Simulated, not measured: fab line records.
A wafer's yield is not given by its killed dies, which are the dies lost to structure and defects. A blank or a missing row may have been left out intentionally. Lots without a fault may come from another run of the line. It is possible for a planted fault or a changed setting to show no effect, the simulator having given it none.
fab line records	flow nand_harc
record: lots: 24	wafers: 72	last_day: 24
route steps=1159 shown P_ZERO_WELL@68 P_GATE@144 P_CONTACT@246 P_M0@273
lots that met no fault: from a run of the same line without faults
start_h: hours from the record's opening day to when the first of the lot's shown wafers began	wait_h: how many hours have passed since the lot's step before this one	" unchanged from the row above	L1.1+2: several wafers, shown together as one row	- value missing, or start not given	* or withheld: withheld	< > ~ a bound
route shown NAME@n: NAME is a module with steps in the file, n the number in the route of the first one	usual: the fault-free wafers' mean and standard deviation	same: alike in all rows	chamber/n: place in a boat	sites: each site's reading	_std_site: standard deviation of those values	_edge_site: outer sites' mean less inner sites'	radius_mm: how far each site lies from the wafer's centre	mask NAME#n: copy n	behind: the last tool/chamber to shape the wafer	hold: cause of the lot's hold/its duration in hours/its outcome	device: the transistor (n, p or np) that didn't switch	end of line: tests of these same wafers at the route's end	step lacking rows: just its recipe	killed: not the wafer's yield, but the dies lost to structure and defects at the first sort	map: shows each die of a wafer: x if killed, . if not, _ if none is there
set.NAME: the setting that was run; set.NAME@STEP: the one run at that earlier step	model.NAME: the simulator's own value behind a step, which no gauge read
route steps across a sampled set of lots; one table per step, one row per wafer
services: the hour from which a tool's chamber was out of use, counted from the record's first day as start_h (under 0 if before that day), plus the number of hours and why
== steps ==
step: NHARC_P_ZERO_WELL_INSPECT_43
usual: raw_defect_count: 14/5.5
lot.wafer	tool	chamber	start_h	wait_h	raw_defect_count
L074.2	defect_inspect-02	-	19.75	0.5	6
L074.4	"	-	"	"	14
L074.5	"	-	"	"	15
L075.3	defect_inspect-02	-	25.69	0.4	15
L075.4	"	-	"	"	11
L075.6	"	-	"	"	11
L076.2	defect_inspect-01	-	31.47	0.5	8
L076.4	"	-	"	"	21
L076.5	"	-	"	"	15
L077.1	defect_inspect-01	-	37.83	0.6	15
L077.2	"	-	"	"	14
L077.4	"	-	"	"	8
L078.3	defect_inspect-01	-	43.71	0.3	16
L078.4	"	-	"	"	24
L078.5	"	-	"	"	17
L079.1	defect_inspect-02	-	49.67	0.6	11
L079.5	"	-	"	"	26
L079.6	"	-	"	"	12
L080.3	defect_inspect-01	-	55.87	0.4	16
L080.4	"	-	"	"	10
L080.5	"	-	"	"	15
L081.2	defect_inspect-01	-	61.62	0.5	10
L081.3	"	-	"	"	12
L081.6	"	-	"	"	12
L082.3	defect_inspect-01	-	67.85	0.4	7
L082.4	"	-	"	"	13
L082.6	"	-	"	"	12
L083.1	defect_inspect-02	-	73.55	0.6	10
L083.3	"	-	"	"	16
L083.5	"	-	"	"	11
L084.1	defect_inspect-01	-	79.50	0.6	13
L084.3	"	-	"	"	9
L084.6	"	-	"	"	15
L085.3	defect_inspect-01	-	85.50	0.4	12
L085.4	"	-	"	"	10
L085.5	"	-	"	"	11
L086.2	defect_inspect-02	-	91.56	0.5	14
L086.4	"	-	"	"	6
L086.6	"	-	"	"	12
L087.2	defect_inspect-01	-	97.17	0.5	10
L087.5	"	-	"	"	11
L087.6	"	-	"	"	6
L088.1	defect_inspect-01	-	103.60	0.6	12
L088.4	"	-	"	"	16
L088.5	"	-	"	"	10
L089.1	defect_inspect-02	-	109.53	0.6	16
L089.2	"	-	"	"	20
L089.4	"	-	"	"	22
L090.1	defect_inspect-01	-	115.59	0.6	16
L090.2	"	-	"	"	8
L090.6	"	-	"	"	12
L091.1	defect_inspect-01	-	121.67	0.6	16
L091.2	"	-	"	"	14
L091.5	"	-	"	"	19
L092.1	defect_inspect-02	-	127.57	0.6	16
L092.3	"	-	"	"	4
L092.5	"	-	"	"	17
L093.1	defect_inspect-02	-	133.53	0.6	8
L093.2	"	-	"	"	3
L093.6	"	-	"	"	6
L094.1	defect_inspect-02	-	140.05	0.6	13
L094.5	"	-	"	"	9
L094.6	"	-	"	"	15
L095.1	defect_inspect-02	-	145.69	0.6	26
L095.4	"	-	"	"	12
L095.5	"	-	"	"	19
L096.2	defect_inspect-01	-	151.56	0.5	31
L096.4	"	-	"	"	13
L096.6	"	-	"	"	21
L097.1	defect_inspect-01	-	157.47	0.6	15
L097.2	"	-	"	"	13
L097.4	"	-	"	"	19
step: NHARC_P_GATE_DESCUM_31
recipe: time_s: 3	o2_flow_sccm: 200	ar_flow_sccm: 0	bias_power_w: 0	chemistry: O2
usual: drypump_motor_current_A: 5.9/0.41	oes_product_au: 1.000/0.0078	rf_vpp_V: 57.8/0.87	showerhead_plenum_p_Torr: 1.90/0.078	throttle_valve_pct: 11.312/0.0087
lot.wafer	tool	chamber	start_h	wait_h	drypump_motor_current_A	oes_product_au	rf_hours_counter_h	rf_vpp_V	showerhead_plenum_p_Torr	throttle_valve_pct
L074.2	rie_diel-08	0	88.13	0.1	6.0	0.996	45	58.0	2.00	11.318
L074.4	"	2	"	"	5.7	1.007	49	57.1	1.81	11.327
L074.5	"	1	"	"	5.8	1.007	-	57.5	1.93	11.311
L076.2	rie_diel-03	0	97.42	0.1	6.0	0.993	8	57.5	1.91	11.304
L076.4	"	1	"	"	5.7	0.996	8	59.6	2.02	11.312
L076.5	"	0	"	"	6.0	0.998	-	58.3	1.91	11.308
L075.3	rie_diel-03	2	97.52	0.1	6.2	1.008	8	57.8	1.80	11.306
L075.4	"	0	"	"	6.0	0.998	8	58.6	1.91	11.321
L075.6	"	2	"	"	6.2	0.994	-	56.4	1.80	11.325
L077.4	rie_diel-03	3	108.74	0.1	6.5	1.009	11	57.7	1.90	11.311
L077.2	"	0	"	"	5.9	0.993	10	56.4	1.91	11.306
L077.1	"	2	"	"	6.2	1.013	11	56.7	1.80	11.308
L078.3	rie_diel-03	0	109.25	0.1	6.0	0.996	11	57.1	1.91	11.296
L078.4	"	3	"	"	6.5	0.999	11	58.7	1.91	11.311
L078.5	"	0	"	"	6.0	1.006	-	58.4	1.91	11.322
L079.1	rie_diel-12	1	126.36	0.1	6.0	1.004	33	58.8	1.91	11.323
L079.6	"	0	"	"	6.1	1.000	-	58.6	2.03	11.296
L079.5	"	1	"	"	6.0	1.007	-	57.3	1.91	11.319
L080.3	rie_diel-03	3	126.54	0.1	6.6	1.013	15	57.8	1.90	11.299
L080.4	"	1	"	"	5.7	0.978	14	59.8	2.02	11.326
L080.5	"	3	"	"	6.5	1.001	-	57.5	1.90	11.313
L081.2	rie_diel-03	3	134.36	0.1	6.5	1.009	16	57.1	1.90	11.326
L081.3	"	1	"	"	5.7	0.989	16	56.5	2.02	11.305
L081.6	"	3	"	"	6.5	0.996	-	58.3	1.90	11.318
L083.3	rie_diel-12	0	150.29	0.1	6.1	0.987	42	57.6	2.03	11.319
L083.1	"	1	"	"	6.0	0.995	41	57.3	1.90	11.324
L083.5	"	3	"	"	5.8	0.989	-	57.1	1.93	11.336
L082.4	rie_diel-03	1	150.74	0.1	5.7	1.002	18	59.1	2.02	11.315
L082.3	"	2	"	"	6.2	1.006	18	58.9	1.80	11.296
L082.6	"	1	"	"	5.7	0.995	-	59.2	2.02	11.301
L084.3	rie_diel-03	2	150.98	0.1	6.2	0.998	18	57.9	1.80	11.301
L084.1	"	3	"	"	6.5	0.995	18	55.9	1.90	11.323
L084.6	"	2	"	"	6.2	0.993	-	57.9	1.80	11.307
L085.4	rie_diel-08	0	167.01	0.1	6.0	0.992	11	59.3	2.00	11.321
L085.3	"	2	"	"	5.7	1.004	12	58.0	1.80	11.307
L085.5	"	3	"	"	4.9	0.996	-	57.1	1.82	11.306
L086.2	rie_diel-03	2	167.18	0.1	6.2	0.985	21	57.2	1.80	11.313
L086.4	"	3	"	"	6.5	1.001	21	58.0	1.90	11.314
L086.6	"	1	"	"	5.7	0.995	-	58.2	2.02	11.318
L088.4	rie_diel-08	1	173.82	0.1	5.8	0.987	14	56.3	1.92	11.305
L088.1	"	0	"	"	5.9	1.010	13	58.8	2.00	11.313
L088.5	"	1	"	"	5.8	0.998	-	57.3	1.92	11.314
L087.2	rie_diel-03	2	174.47	0.1	6.2	0.993	21	57.6	1.80	11.313
L087.5	"	1	"	"	5.7	0.988	-	57.4	2.01	11.315
L087.6	"	2	"	"	6.2	0.988	-	56.2	1.80	11.324
L089.2	rie_diel-03	2	191.99	0.1	6.2	0.993	25	57.6	1.80	11.320
L089.1	"	0	"	"	6.0	0.997	26	58.6	1.90	11.327
L089.4	"	1	"	"	5.7	0.995	26	57.4	2.01	11.304
L090.1	rie_diel-03	1	192.60	0.1	5.7	0.997	26	58.9	2.01	11.303
L090.2	"	2	"	"	6.2	0.996	25	57.4	1.80	11.310
L090.6	"	1	"	"	5.7	0.997	-	57.2	2.01	11.317
L092.3	rie_diel-12	3	196.62	0.1	5.8	1.000	57	57.5	1.92	11.311
L092.1	"	0	"	"	6.2	1.016	60	59.3	2.02	11.320
L092.5	"	3	"	"	5.7	0.997	-	57.7	1.92	11.320
L091.1	rie_diel-08	0	196.95	0.2	6.0	1.011	24	58.4	1.99	11.319
L091.2	"	1	"	"	5.7	1.013	23	58.5	1.92	11.315
L091.5	"	3	"	"	4.8	0.998	-	57.6	1.82	11.325
L093.1	rie_diel-08	0	201.10	0.2	6.0	1.004	26	56.6	1.99	11.295
L093.2	"	3	"	"	4.9	0.989	25	57.0	1.82	11.297
L093.6	"	0	"	"	6.0	1.006	-	57.4	1.99	11.321
L094.1	rie_diel-03	2	210.74	0.1	6.2	0.994	30	57.3	1.80	11.310
L094.6	"	0	"	"	6.0	0.994	-	59.0	1.90	11.307
L094.5	"	1	"	"	5.7	0.998	-	59.1	2.01	11.311
L096.2	rie_diel-08	2	216.45	0.1	5.7	1.004	28	57.1	1.80	11.317
L096.4	"	0	"	"	6.0	1.000	29	59.2	1.99	11.298
L096.6	"	2	"	"	5.7	0.998	-	58.0	1.80	11.302
L095.4	rie_diel-12	2	216.61	0.1	5.1	0.991	1	59.1	1.84	11.312
L095.1	"	0	"	"	6.1	1.007	1	57.3	2.02	11.309
L095.5	"	3	"	"	5.7	1.020	-	57.4	1.92	11.314
L097.4	rie_diel-08	2	222.38	0.1	5.7	1.019	29	56.5	1.80	11.314
L097.1	"	3	"	"	4.8	1.003	30	57.4	1.82	11.309
L097.2	"	0	"	"	6.0	1.006	30	58.9	1.99	11.303
step: NHARC_P_GATE_STRIP_76
recipe: power_w: 1500	temp_c: 250	chemistry: O2
usual: drypump_motor_current_A: 5.6/0.42	heater_power_w: 306/27
lot.wafer	tool	chamber	start_h	wait_h	drypump_motor_current_A	heater_power_w	rf_hours_counter_h
L074.2	plasma_asher-02	0	103.96	0.2	5.1	294	35
L074.4	"	0	"	"	5.1	276	-
L074.5	"	1	"	"	6.0	272	-
L075.4	plasma_asher-02	0	111.96	0.2	5.1	288	-
L075.3	"	1	"	"	6.0	269	-
L075.6	"	1	"	"	6.0	267	-
L076.2	plasma_asher-02	1	118.57	0.2	6.0	270	41
L076.4	"	0	"	"	5.1	293	-
L076.5	"	1	"	"	6.0	268	-
L078.3	plasma_asher-01	1	124.01	0.2	5.3	322	-
L078.4	"	0	"	"	6.1	340	-
L078.5	"	1	"	"	5.3	328	-
L077.1	plasma_asher-02	1	124.18	0.2	6.0	267	42
L077.2	"	0	"	"	5.1	292	42
L077.4	"	1	"	"	6.0	274	-
L079.1	plasma_asher-02	0	140.73	0.2	5.1	290	48
L079.5	"	0	"	"	5.1	286	-
L079.6	"	1	"	"	6.0	276	-
L080.3	plasma_asher-02	0	141.20	0.2	5.1	282	-
L080.4	"	1	"	"	6.0	281	-
L080.5	"	0	"	"	5.1	292	-
L081.2	plasma_asher-01	1	148.95	0.2	5.3	328	12
L081.3	"	1	"	"	5.3	333	-
L081.6	"	1	"	"	5.3	331	-
L083.1	plasma_asher-02	0	164.92	0.2	5.1	287	56
L083.3	"	1	"	"	6.0	273	-
L083.5	"	0	"	"	5.1	284	-
L082.3	plasma_asher-01	0	165.09	0.2	6.1	339	-
L082.4	"	1	"	"	5.3	329	-
L082.6	"	1	"	"	5.3	329	-
L084.1	plasma_asher-02	1	170.24	0.2	6.0	281	60
L084.3	"	0	"	"	5.1	289	-
L084.6	"	0	"	"	5.1	287	-
L085.3	plasma_asher-01	0	181.40	0.2	6.1	337	-
L085.4	"	1	"	"	5.3	335	-
L085.5	"	0	"	"	6.1	336	-
L086.2	plasma_asher-01	0	182.07	0.2	6.0	334	24
L086.4	"	0	"	"	6.1	332	-
L086.6	"	1	"	"	5.3	323	-
L088.1	plasma_asher-01	1	188.40	0.2	5.3	329	27
L088.4	"	1	"	"	5.3	330	-
L088.5	"	1	"	"	5.3	332	-
L087.2	plasma_asher-01	0	188.87	0.2	6.0	337	28
L087.5	"	0	"	"	6.0	338	-
L087.6	"	1	"	"	5.3	330	-
L089.2	plasma_asher-02	0	206.93	0.2	5.1	283	5
L089.1	"	1	"	"	6.0	276	5
L089.4	"	1	"	"	6.0	276	-
L090.1	plasma_asher-01	0	207.46	0.2	6.0	330	35
L090.2	"	1	"	"	5.3	326	35
L090.6	"	0	"	"	6.0	337	-
L092.1	plasma_asher-02	0	211.20	0.2	5.1	282	6
L092.3	"	0	"	"	5.1	282	-
L092.5	"	1	"	"	6.0	273	-
L091.1	plasma_asher-01	1	213.17	0.2	5.3	327	37
L091.2	"	0	"	"	6.1	337	37
L091.5	"	0	"	"	6.1	326	-
L093.2	plasma_asher-01	1	216.21	0.2	5.3	328	39
L093.1	"	0	"	"	6.1	347	39
L093.6	"	1	"	"	5.3	324	-
L094.1	plasma_asher-02	1	224.87	0.2	6.0	271	10
L094.6	"	1	"	"	6.0	275	-
L094.5	"	0	"	"	5.1	275	-
L095.1	plasma_asher-01	0	231.09	0.2	6.0	338	43
L095.4	"	1	"	"	5.3	324	-
L095.5	"	1	"	"	5.3	331	-
L096.2	plasma_asher-02	0	233.04	0.2	5.1	274	14
L096.4	"	0	"	"	5.1	283	-
L096.6	"	1	"	"	6.0	272	-
L097.2	plasma_asher-01	1	236.80	0.2	5.3	325	46
L097.1	"	0	"	"	6.1	331	46
L097.4	"	0	"	"	6.0	328	-
step: NHARC_P_GATE_STRIP_95
recipe: power_w: 1500	temp_c: 250	chemistry: O2
usual: drypump_motor_current_A: 5.6/0.42	heater_power_w: 309/27
lot.wafer	tool	chamber	start_h	wait_h	drypump_motor_current_A	heater_power_w	rf_hours_counter_h
L074.2	plasma_asher-02	1	106.55	0.6	6.0	274	36
L074.4	"	1	"	"	6.0	280	-
L074.5	"	0	"	"	5.1	283	-
L075.3	plasma_asher-02	0	114.19	0.4	5.1	285	-
L075.4	"	1	"	"	6.0	282	-
L075.6	"	0	"	"	5.1	295	-
L076.2	plasma_asher-01	1	120.78	0.6	5.3	325	4
L076.4	"	1	"	"	5.3	327	-
L076.5	"	1	"	"	5.3	329	-
L078.4	plasma_asher-01	1	126.18	0.4	5.3	322	-
L078.3	"	0	"	"	6.1	344	-
L078.5	"	0	"	"	6.1	336	-
L077.1	plasma_asher-02	0	126.60	0.6	5.1	279	43
L077.2	"	1	"	"	6.0	280	43
L077.4	"	1	"	"	6.0	275	-
L079.1	plasma_asher-01	0	142.78	0.6	6.0	341	11
L079.5	"	0	"	"	6.1	331	-
L079.6	"	1	"	"	5.3	330	-
L080.4	plasma_asher-02	1	143.41	0.4	6.0	277	-
L080.3	"	0	"	"	5.1	284	-
L080.5	"	1	"	"	6.0	278	-
L081.2	plasma_asher-02	1	151.13	0.5	6.0	279	51
L081.3	"	0	"	"	5.1	281	-
L081.6	"	0	"	"	5.1	285	-
L083.1	plasma_asher-02	1	167.10	0.5	6.0	275	57
L083.3	"	1	"	"	6.0	283	-
L083.5	"	1	"	"	6.0	273	-
L082.4	plasma_asher-01	0	167.34	0.4	6.1	341	-
L082.3	"	1	"	"	5.3	335	-
L082.6	"	1	"	"	5.3	324	-
L084.1	plasma_asher-01	1	172.32	0.5	5.3	330	22
L084.3	"	0	"	"	6.0	333	-
L084.6	"	1	"	"	5.3	328	-
L085.4	plasma_asher-01	1	183.49	0.4	5.3	326	-
L085.3	"	0	"	"	6.1	329	-
L085.5	"	0	"	"	6.1	336	-
L086.2	plasma_asher-01	0	184.38	0.5	6.1	333	26
L086.4	"	0	"	"	6.0	331	-
L086.6	"	1	"	"	5.3	331	-
L088.1	plasma_asher-01	1	191.24	0.5	5.3	325	29
L088.4	"	0	"	"	6.0	339	-
L088.5	"	1	"	"	5.3	328	-
L087.2	plasma_asher-01	1	192.30	0.6	5.3	336	30
L087.6	"	1	"	"	5.3	327	-
L087.5	"	0	"	"	6.0	326	-
L089.2	plasma_asher-01	0	209.11	0.6	6.1	338	36
L089.1	"	1	"	"	5.3	329	36
L089.4	"	0	"	"	6.0	333	-
L090.1	plasma_asher-02	1	209.62	0.6	6.0	274	6
L090.2	"	0	"	"	5.1	277	6
L090.6	"	0	"	"	5.1	274	-
L092.1	plasma_asher-02	0	213.26	0.5	5.1	281	7
L092.3	"	0	"	"	5.1	285	-
L092.5	"	1	"	"	6.0	281	-
L091.1	plasma_asher-01	0	215.33	0.6	6.0	335	38
L091.2	"	1	"	"	5.3	329	38
L091.5	"	1	"	"	5.3	328	-
L093.1	plasma_asher-02	1	218.46	0.6	6.0	281	9
L093.2	"	0	"	"	5.1	281	9
L093.6	"	1	"	"	6.0	285	-
L094.1	plasma_asher-02	0	226.89	0.6	5.1	277	11
L094.5	"	0	"	"	5.1	277	-
L094.6	"	1	"	"	6.0	279	-
L095.1	plasma_asher-01	0	233.27	0.6	6.0	329	44
L095.4	"	0	"	"	6.0	333	-
L095.5	"	0	"	"	6.0	334	-
L096.2	plasma_asher-01	0	235.24	0.5	6.0	339	45
L096.4	"	0	"	"	6.0	344	-
L096.6	"	0	"	"	6.1	343	-
L097.1	plasma_asher-02	1	238.97	0.6	6.0	287	17
L097.2	"	0	"	"	5.1	276	17
L097.4	"	1	"	"	6.0	272	-
step: NHARC_P_CONTACT_PVD_32
recipe: target_thk_a: 50	chamber_pressure_pa: 5	power_w: 5000	substrate_temp_c: 200	time_s: 17.7	material: Ti
usual: throttle_valve_pct: 30.0/0.77
lot.wafer	tool	chamber	start_h	wait_h	throttle_valve_pct
L074.4	pvd_sputter-02	-	-	-	31.1
L074.2	"	-	"	"	30.7
L074.5	"	-	"	"	30.9
L075.4	pvd_sputter-01	-	-	-	30.1
L075.3	"	-	"	"	29.3
L075.6	"	-	"	"	29.5
L076.4	pvd_sputter-02	-	-	-	31.3
L076.2	"	-	"	"	30.4
L076.5	"	-	"	"	31.2
L078.3	pvd_sputter-02	-	-	-	30.8
L078.4	"	-	"	"	30.7
L078.5	"	-	"	"	30.7
L077.1	pvd_sputter-02	-	-	-	31.0
L077.4	"	-	"	"	30.8
L077.2	"	-	"	"	30.4
L079.1	pvd_sputter-01	-	-	-	29.7
L079.6	"	-	"	"	29.6
L079.5	"	-	"	"	29.6
L080.4	pvd_sputter-01	-	-	-	30.4
L080.3	"	-	"	"	29.8
L080.5	"	-	"	"	29.2
L081.3	pvd_sputter-03	-	-	-	31.1
L081.2	"	-	"	"	30.7
L081.6	"	-	"	"	31.2
L083.3	pvd_sputter-03	-	-	-	29.5
L083.1	"	-	"	"	29.8
L083.5	"	-	"	"	31.0
L082.3	pvd_sputter-01	-	-	-	29.6
L082.4	"	-	"	"	29.3
L082.6	"	-	"	"	30.1
L084.3	pvd_sputter-02	-	-	-	30.4
L084.1	"	-	"	"	30.8
L084.6	"	-	"	"	28.2
L085.3	pvd_sputter-02	-	-	-	30.1
L085.4	"	-	"	"	28.3
L085.5	"	-	"	"	30.5
L086.2	pvd_sputter-03	-	-	-	30.7
L086.4	"	-	"	"	30.1
L086.6	"	-	"	"	31.0
L088.4	pvd_sputter-01	-	-	-	30.3
L088.1	"	-	"	"	29.1
L088.5	"	-	"	"	30.2
L087.2	pvd_sputter-03	-	-	-	29.5
L087.5	"	-	"	"	31.1
L087.6	"	-	"	"	29.7
L089.1	pvd_sputter-03	-	-	-	31.0
L089.4	"	-	"	"	30.0
L089.2	"	-	"	"	29.7
L090.2	pvd_sputter-01	-	-	-	30.4
L090.1	"	-	"	"	30.0
L090.6	"	-	"	"	29.9
L092.1	pvd_sputter-01	-	-	-	29.9
L092.3	"	-	"	"	29.1
L092.5	"	-	"	"	30.2
L091.2	pvd_sputter-03	-	-	-	29.6
L091.1	"	-	"	"	31.0
L091.5	"	-	"	"	31.0
L093.2	pvd_sputter-01	-	-	-	30.3
L093.1	"	-	"	"	30.2
L093.6	"	-	"	"	29.9
L094.1	pvd_sputter-01	-	-	-	29.8
L094.5	"	-	"	"	30.0
L094.6	"	-	"	"	29.5
L095.4	pvd_sputter-01	-	-	-	30.2
L095.1	"	-	"	"	29.5
L095.5	"	-	"	"	29.8
L096.4	pvd_sputter-03	-	-	-	29.5
L096.2	"	-	"	"	29.6
L096.6	"	-	"	"	29.6
L097.2	pvd_sputter-01	-	-	-	29.3
L097.4	"	-	"	"	30.2
L097.1	"	-	"	"	29.8
step: NHARC_P_M0_PRE_CLEAN_29
recipe: time_s: 30	temp_c: 280	gas: H2/He
usual: heater_power_w: 426/28
lot.wafer	tool	chamber	start_h	wait_h	heater_power_w
L074.2	pvd_sputter-01	-	-	-	425
L074.4	"	-	"	"	410
L074.5	"	-	"	"	365
L075.3	pvd_sputter-02	-	-	-	389
L075.4	"	-	"	"	465
L075.6	"	-	"	"	394
L076.2	pvd_sputter-01	-	-	-	417
L076.4	"	-	"	"	357
L076.5	"	-	"	"	428
L078.3	pvd_sputter-02	-	-	-	451
L078.4	"	-	"	"	465
L078.5	"	-	"	"	461
L077.4	pvd_sputter-01	-	-	-	418
L077.1	"	-	"	"	423
L077.2	"	-	"	"	363
L079.1	pvd_sputter-02	-	-	-	391
L079.6	"	-	"	"	467
L079.5	"	-	"	"	425
L080.3	pvd_sputter-02	-	-	-	454
L080.4	"	-	"	"	400
L080.5	"	-	"	"	431
L081.2	pvd_sputter-02	-	-	-	463
L081.3	"	-	"	"	431
L081.6	"	-	"	"	395
L083.1	pvd_sputter-03	-	-	-	408
L083.3	"	-	"	"	409
L083.5	"	-	"	"	454
L082.4	pvd_sputter-02	-	-	-	435
L082.3	"	-	"	"	473
L082.6	"	-	"	"	440
L084.1	pvd_sputter-02	-	-	-	393
L084.3	"	-	"	"	448
L084.6	"	-	"	"	387
L085.3	pvd_sputter-02	-	-	-	465
L085.4	"	-	"	"	434
L085.5	"	-	"	"	386
L086.4	pvd_sputter-02	-	-	-	459
L086.2	"	-	"	"	435
L086.6	"	-	"	"	454
L088.4	pvd_sputter-03	-	-	-	458
L088.1	"	-	"	"	432
L088.5	"	-	"	"	451
L087.2	pvd_sputter-01	-	-	-	400
L087.5	"	-	"	"	405
L087.6	"	-	"	"	427
L089.4	pvd_sputter-01	-	-	-	430
L089.2	"	-	"	"	413
L089.1	"	-	"	"	383
L090.1	pvd_sputter-01	-	-	-	406
L090.2	"	-	"	"	361
L090.6	"	-	"	"	427
L092.1	pvd_sputter-01	-	-	-	421
L092.3	"	-	"	"	442
L092.5	"	-	"	"	376
L091.1	pvd_sputter-02	-	-	-	458
L091.2	"	-	"	"	407
L091.5	"	-	"	"	426
L093.1	pvd_sputter-03	-	-	-	460
L093.2	"	-	"	"	419
L093.6	"	-	"	"	425
L094.1	pvd_sputter-03	-	-	-	416
L094.5	"	-	"	"	405
L094.6	"	-	"	"	441
L095.1	pvd_sputter-03	-	-	-	428
L095.4	"	-	"	"	425
L095.5	"	-	"	"	422
L096.4	pvd_sputter-03	-	-	-	436
L096.2	"	-	"	"	401
L096.6	"	-	"	"	416
L097.2	pvd_sputter-02	-	-	-	469
L097.4	"	-	"	"	407
L097.1	"	-	"	"	419
== services ==
tool	chamber	start_h	hours	kind
pvd_sputter-01	-	69.18	3.8	repair
pvd_sputter-02	-	82.06	4.4	repair
plasma_asher-01	-	83.96	9.6	repair
plasma_asher-01	-	99.57	9.0	pm
pvd_sputter-03	-	102.00	10.0	pm
rie_diel-12	2	113.53	6.6	repair
pvd_sputter-01	-	122.65	1.6	repair
rie_diel-08	-	124.80	9.0	pm
pvd_sputter-03	-	127.02	8.8	repair
rie_diel-12	3	138.02	3.7	repair
plasma_asher-01	-	144.59	3.6	repair
pvd_sputter-01	-	150.90	3.5	repair
pvd_sputter-01	-	158.00	10.0	pm
rie_diel-03	2	167.77	5.8	repair
pvd_sputter-02	-	170.59	4.0	repair
pvd_sputter-01	-	174.45	6.7	repair
rie_diel-03	-	177.99	0.4	repair
rie_diel-03	-	180.99	1.2	repair
plasma_asher-02	-	183.07	9.0	pm
pvd_sputter-03	-	191.86	2.5	repair
pvd_sputter-02	-	209.49	1.5	repair
pvd_sputter-02	-	214.00	10.0	pm
rie_diel-03	-	215.30	9.0	pm
rie_diel-08	0	239.25	15.5	repair
== key ==
fault none
